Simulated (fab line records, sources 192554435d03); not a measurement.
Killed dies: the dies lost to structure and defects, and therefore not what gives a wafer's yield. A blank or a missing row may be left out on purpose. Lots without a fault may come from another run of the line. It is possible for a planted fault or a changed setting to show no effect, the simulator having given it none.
Chamber matching / flow n5_finfet / N5_FIN_CUT_STRIP_22 on rie_diel-05 has 4 sister chambers
The step strips in N2/H2. 14 wafers are shown with their chamber, then 7 later ones without.

== WAFERS PAIRED WITH THEIR CHAMBERS ==
wafer=L075.3; chamber=1; showerhead_plenum_p_Torr (Torr)=3.58; drypump_motor_current_A (A)=6.1; oes_product_au (a.u.)=0.90
wafer=L075.5; chamber=1; showerhead_plenum_p_Torr (Torr)=3.58; drypump_motor_current_A (A)=6.1; oes_product_au (a.u.)=0.92
wafer=L075.6; chamber=0; showerhead_plenum_p_Torr (Torr)=3.13; drypump_motor_current_A (A)=5.6; oes_product_au (a.u.)=0.80
wafer=L077.2; chamber=0; showerhead_plenum_p_Torr (Torr)=3.13; drypump_motor_current_A (A)=5.7; oes_product_au (a.u.)=0.80
wafer=L077.5; chamber=0; showerhead_plenum_p_Torr (Torr)=3.13; drypump_motor_current_A (A)=5.6; oes_product_au (a.u.)=0.79
wafer=L077.6; chamber=3; showerhead_plenum_p_Torr (Torr)=3.46; drypump_motor_current_A (A)=5.8; oes_product_au (a.u.)=0.72
wafer=L084.3; chamber=3; showerhead_plenum_p_Torr (Torr)=3.46; drypump_motor_current_A (A)=5.8; oes_product_au (a.u.)=0.72
wafer=L084.4; chamber=2; showerhead_plenum_p_Torr (Torr)=3.54; drypump_motor_current_A (A)=6.8; oes_product_au (a.u.)=0.84
wafer=L084.5; chamber=0; showerhead_plenum_p_Torr (Torr)=3.13; drypump_motor_current_A (A)=5.6; oes_product_au (a.u.)=0.80
wafer=L087.2; chamber=1; showerhead_plenum_p_Torr (Torr)=3.57; drypump_motor_current_A (A)=6.1; oes_product_au (a.u.)=0.87
wafer=L087.3; chamber=2; showerhead_plenum_p_Torr (Torr)=3.53; drypump_motor_current_A (A)=6.8; oes_product_au (a.u.)=0.84
wafer=L087.6; chamber=0; showerhead_plenum_p_Torr (Torr)=3.12; drypump_motor_current_A (A)=5.5; oes_product_au (a.u.)=0.78
wafer=L088.1; chamber=0; showerhead_plenum_p_Torr (Torr)=3.12; drypump_motor_current_A (A)=5.6; oes_product_au (a.u.)=0.78
wafer=L088.2; chamber=3; showerhead_plenum_p_Torr (Torr)=3.45; drypump_motor_current_A (A)=5.7; oes_product_au (a.u.)=0.72

SIGNATURES (means of the wafers above)
reading=showerhead_plenum_p_Torr; chamber 0=3.1267; chamber 1=3.5767; chamber 2=3.5350; chamber 3=3.4567; scatter within a chamber=0.00563
reading=drypump_motor_current_A; chamber 0=5.600; chamber 1=6.100; chamber 2=6.800; chamber 3=5.767; scatter within a chamber=0.0516
reading=oes_product_au; chamber 0=0.7917; chamber 1=0.8967; chamber 2=0.8400; chamber 3=0.7200; scatter within a chamber=0.0132
Rule: a wafer's distance from a chamber is the root of the sum, over the readings, of the square of ((its reading less the chamber's mean) divided by the reading's scatter). If the next closest chamber is less than 2 further off than the closest, the wafer can't be placed; otherwise it belongs to the closest. The scatter: the root of (the sum of the squares of (reading less its chamber's mean) over the shown wafers, divided by (wafers less chambers)).

== WAFERS MISSING THEIR CHAMBER ==
wafer=L088.4; showerhead_plenum_p_Torr (Torr)=3.12; drypump_motor_current_A (A)=5.6; oes_product_au (a.u.)=0.79
wafer=L090.1; showerhead_plenum_p_Torr (Torr)=3.45; drypump_motor_current_A (A)=5.8; oes_product_au (a.u.)=0.73
wafer=L090.4; showerhead_plenum_p_Torr (Torr)=3.12; drypump_motor_current_A (A)=5.6; oes_product_au (a.u.)=0.77
wafer=L090.6; showerhead_plenum_p_Torr (Torr)=3.53; drypump_motor_current_A (A)=6.8; oes_product_au (a.u.)=0.84
wafer=L092.2; showerhead_plenum_p_Torr (Torr)=3.45; drypump_motor_current_A (A)=5.8; oes_product_au (a.u.)=0.72
wafer=L092.4; showerhead_plenum_p_Torr (Torr)=3.12; drypump_motor_current_A (A)=5.6; oes_product_au (a.u.)=0.80
wafer=L092.6; showerhead_plenum_p_Torr (Torr)=3.12; drypump_motor_current_A (A)=5.6; oes_product_au (a.u.)=0.79

== WHICH CHAMBER EACH ONE RAN IN ==
wafer=L088.4; from the rows above=0; in truth=0
wafer=L090.1; from the rows above=3; in truth=3
wafer=L090.4; from the rows above=0; in truth=0
wafer=L090.6; from the rows above=2; in truth=2
wafer=L092.2; from the rows above=3; in truth=3
wafer=L092.4; from the rows above=0; in truth=0
wafer=L092.6; from the rows above=0; in truth=0
Correct placement for 7 of the 7. Not placeable from these rows: 0. Placed wrongly: 0.
